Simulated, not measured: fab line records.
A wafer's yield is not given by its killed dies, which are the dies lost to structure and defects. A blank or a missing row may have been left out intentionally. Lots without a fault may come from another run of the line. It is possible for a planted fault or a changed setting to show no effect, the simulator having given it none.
Matching of chambers	flow n5 finfet	4 sister chambers for N5_BEOL_M0_SAQP_STRIP_108 on rie diel-05
The step strips in N2/H2. 14 wafers are shown with their chamber, then 7 later ones without.

## WAFERS WITH THEIR CHAMBER
wafer	chamber	showerhead plenum p Torr (Torr)	drypump motor current A (A)	oes product au (a.u.)
L075.1	0	3.36	6.1	0.75
L075.5	1	3.30	5.2	0.94
L075.6	2	3.47	6.1	0.73
L076.1	0	3.36	6.2	0.75
L076.3	2	3.47	6.1	0.72
L076.4	0	3.36	6.2	0.74
L077.1	0	3.36	6.2	0.75
L077.5	1	3.30	5.2	0.93
L077.6	2	3.47	6.1	0.72
L081.1	3	3.31	5.6	0.97
L081.4	2	3.47	6.0	0.72
L081.6	3	3.31	5.6	0.96
L085.1	3	3.30	5.6	0.95
L085.4	0	3.35	6.2	0.73

SIGNATURES (means of the wafers above)
reading	chamber 0	chamber 1	chamber 2	chamber 3	scatter within a chamber
showerhead plenum p Torr	3.3580	3.3000	3.4700	3.3067	0.00383
drypump motor current A	6.180	5.200	6.075	5.600	0.0394
oes product au	0.7440	0.9350	0.7225	0.9600	0.00803
Rule: a wafer lies at a distance from a chamber equal to the root of the sum of squares, over the readings, of (its reading less the chamber's mean, divided by the reading's scatter). The wafer belongs to the nearest chamber; if the next one is less than 2 further off, it can't be placed. The scatter: take each reading less its chamber's mean, square it, sum over the shown wafers, divide by the number of wafers less the number of chambers, and take the root.

## WAFERS WITHOUT THEIR CHAMBER
wafer	showerhead plenum p Torr (Torr)	drypump motor current A (A)	oes product au (a.u.)
L085.6	3.30	5.6	0.95
L086.1	3.35	6.2	0.74
L086.4	3.29	5.2	0.90
L086.5	3.29	5.2	0.89
L095.2	3.34	6.2	0.72
L095.3	3.29	5.6	0.91
L095.6	3.34	6.2	0.72

## EACH ONE'S CHAMBER
wafer	from the rows above	in truth
L085.6	3	3
L086.1	0	0
L086.4	1	1
L086.5	1	1
L095.2	0	0
L095.3	3	3
L095.6	0	0
Correctly placed: 7 of 7. Left unplaced by these rows: 0. Number placed wrongly: 0.
